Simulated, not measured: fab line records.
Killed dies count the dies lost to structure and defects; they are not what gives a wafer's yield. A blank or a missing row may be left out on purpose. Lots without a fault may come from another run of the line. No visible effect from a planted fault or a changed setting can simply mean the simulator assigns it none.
Matching of chambers | flow nand_harc | NHARC_P_GATE_ETCH_32 on rie_si-01: 4 sister chambers
The step etches the open film in HBr/Cl2, target depth 150 nm, time 100.1 s. 14 wafers are shown with their chamber, then 7 later ones without.

## WAFERS PAIRED WITH THEIR CHAMBERS
wafer  | chamber | drypump_motor_current_A (A) | oes_product_au (a.u.) | throttle_valve_pct (%)
L074.2 | 2       | 6.0                         | 1.011                 | 26.417
L074.3 | 1       | 5.4                         | 0.998                 | 26.401
L074.4 | 3       | 5.6                         | 1.004                 | 26.407
L076.2 | 3       | 5.7                         | 0.995                 | 26.401
L076.3 | 2       | 6.0                         | 0.998                 | 26.400
L076.5 | 2       | 6.0                         | 0.994                 | 26.414
L083.1 | 0       | 5.2                         | 0.990                 | 26.394
L083.5 | 3       | 5.7                         | 0.995                 | 26.416
L083.6 | 2       | 6.0                         | 1.003                 | 26.401
L087.1 | 3       | 5.7                         | 1.008                 | 26.391
L087.2 | 1       | 5.4                         | 0.993                 | 26.405
L087.4 | 2       | 6.1                         | 0.998                 | 26.387
L093.2 | 1       | 5.4                         | 1.001                 | 26.396
L093.3 | 3       | 5.7                         | 1.014                 | 26.405

SIGNATURES (averages over the wafers above)
reading                 | chamber 0 | chamber 1 | chamber 2 | chamber 3 | scatter within a chamber
drypump_motor_current_A | 5.200     | 5.400     | 6.020     | 5.680     | 0.04
oes_product_au          | 0.99000   | 0.99733   | 1.00080   | 1.00320   | 0.00692
throttle_valve_pct      | 26.39400  | 26.40067  | 26.40380  | 26.40400  | 0.00977
Rule: for each reading, subtract the chamber's mean from the wafer's reading, divide by that reading's scatter and square the result; add these up over the readings and take the root, which gives the wafer's distance from the chamber. The wafer belongs to the nearest chamber; if the next one is less than 2 further off, it can't be placed. The scatter is the square root of a quotient: the sum, over the shown wafers, of each reading's squared deviation from its chamber's mean, divided by wafers minus chambers.

## WAFERS WITH NO CHAMBER GIVEN
wafer  | drypump_motor_current_A (A) | oes_product_au (a.u.) | throttle_valve_pct (%)
L093.6 | 5.3                         | 1.001                 | 26.409
L096.1 | 5.2                         | 0.995                 | 26.390
L096.2 | 5.7                         | 1.001                 | 26.391
L096.3 | 5.4                         | 1.014                 | 26.406
L097.2 | 5.4                         | 1.011                 | 26.418
L097.3 | 5.6                         | 1.008                 | 26.398
L097.6 | 6.1                         | 0.999                 | 26.410

## THE CHAMBER EACH PASSED THROUGH
wafer  | from the rows above     | in truth
L093.6 | can't be placed: 1 or 0 | 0
L096.1 | 0                       | 0
L096.2 | 3                       | 3
L096.3 | 1                       | 1
L097.2 | 1                       | 1
L097.3 | 3                       | 3
L097.6 | 2                       | 2
Placed correctly: 6 of 7. Not placeable from these rows: 1 (in 1, the candidates include the true chamber). Wrongly placed: 0.
